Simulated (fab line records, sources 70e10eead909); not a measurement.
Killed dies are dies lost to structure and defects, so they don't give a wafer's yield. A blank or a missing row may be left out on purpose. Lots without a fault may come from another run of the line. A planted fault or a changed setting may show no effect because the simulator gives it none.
Chamber matching | flow nand_harc | NHARC_P_M0_DEP_32 on pecvd-01: 3 sister chambers
The step deposits SiCN, target thk 30 nm. 16 wafers are shown with their chamber, then 8 later ones without.

WAFERS WITH THEIR CHAMBER
wafer  | chamber | heater_power_w (W)
L079.3 | 2       | 573
L079.4 | 1       | 684
L079.5 | 0       | 638
L081.2 | 0       | 570
L081.4 | 0       | 545
L081.6 | 1       | 656
L082.1 | 1       | 664
L082.4 | 1       | 657
L082.6 | 0       | 601
L085.3 | 1       | 691
L085.4 | 0       | 549
L085.6 | 2       | 510
L091.1 | 2       | 508
L091.2 | 0       | 560
L091.5 | 0       | 573
L090.2 | 1       | 667

SIGNATURES (means of the wafers above)
reading        | chamber 0 | chamber 1 | chamber 2 | scatter within a chamber
heater_power_w | 576.57    | 669.83    | 530.33    | 28.1
Rule: a wafer's distance from a chamber is the root of the sum, over the readings, of the square of ((its reading less the chamber's mean) divided by the reading's scatter). The wafer belongs to the nearest chamber; if the next one is less than 2 further off, it can't be placed. The scatter: the root of (the sum of the squares of (reading less its chamber's mean) over the shown wafers, divided by (wafers less chambers)).

WAFERS WITHOUT THEIR CHAMBER
wafer  | heater_power_w (W)
L090.4 | 547
L090.6 | 606
L092.1 | 682
L092.3 | 518
L092.4 | 548
L097.1 | 525
L097.2 | 595
L097.5 | 689

WHICH CHAMBER EACH WENT THROUGH
wafer  | from the rows above          | in truth
L090.4 | can't be placed: 2 or 0      | 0
L090.6 | can't be placed: 0 or 1 or 2 | 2
L092.1 | 1                            | 1
L092.3 | can't be placed: 2 or 0      | 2
L092.4 | can't be placed: 2 or 0      | 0
L097.1 | can't be placed: 2 or 0      | 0
L097.2 | can't be placed: 0 or 2      | 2
L097.5 | 1                            | 1
Placed correctly: 2 of 8. Can't be placed from these rows: 6 (the true chamber is among the candidates in 6). Placed wrongly: 0.
